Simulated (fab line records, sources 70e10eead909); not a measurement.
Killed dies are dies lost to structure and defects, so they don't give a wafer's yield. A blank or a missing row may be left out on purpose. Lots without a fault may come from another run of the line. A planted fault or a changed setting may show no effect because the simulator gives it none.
Chamber matching | flow nand_harc | NHARC_A_M0_DEP_32 on pecvd-01: 3 sister chambers
The step deposits SiCN, target thk 30 nm. 3 wafers are shown with their chamber, then 7 later ones without.

WAFERS WITH THEIR CHAMBER
wafer  | chamber | heater_power_w (W)
L679.4 | 0       | 529
L681.1 | 1       | 599
L681.3 | 2       | 464

WAFERS WITHOUT THEIR CHAMBER
wafer  | heater_power_w (W)
L681.6 | 506
L686.1 | 546
L686.2 | 430
L686.3 | 496
L682.3 | 483
L682.4 | 496
L682.6 | 492

WHICH CHAMBER EACH WENT THROUGH
wafer  | from the rows above     | in truth
L681.6 | can't be placed: 0 or 2 | 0
L686.1 | can't be placed: 0 or 1 | 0
L686.2 | 2                       | 2
L686.3 | can't be placed: 2 or 0 | 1
L682.3 | can't be placed: 2 or 0 | 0
L682.4 | can't be placed: 2 or 0 | 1
L682.6 | can't be placed: 2 or 0 | 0
Placed correctly: 1 of 7. Can't be placed from these rows: 6 (the true chamber is among the candidates in 4). Placed wrongly: 0.
How it was worked out, from the rows above alone: a wafer's distance from a chamber is the root of the sum, over the readings, of the square of ((its reading less the chamber's mean) divided by the reading's scatter). The wafer belongs to the nearest chamber; if the next one is less than 2 further off, it can't be placed. A chamber's mean is the mean of its shown wafers. The scatter: with one shown wafer a chamber, the root of the mean of the squares of how far each hidden wafer lies from its nearest shown one.
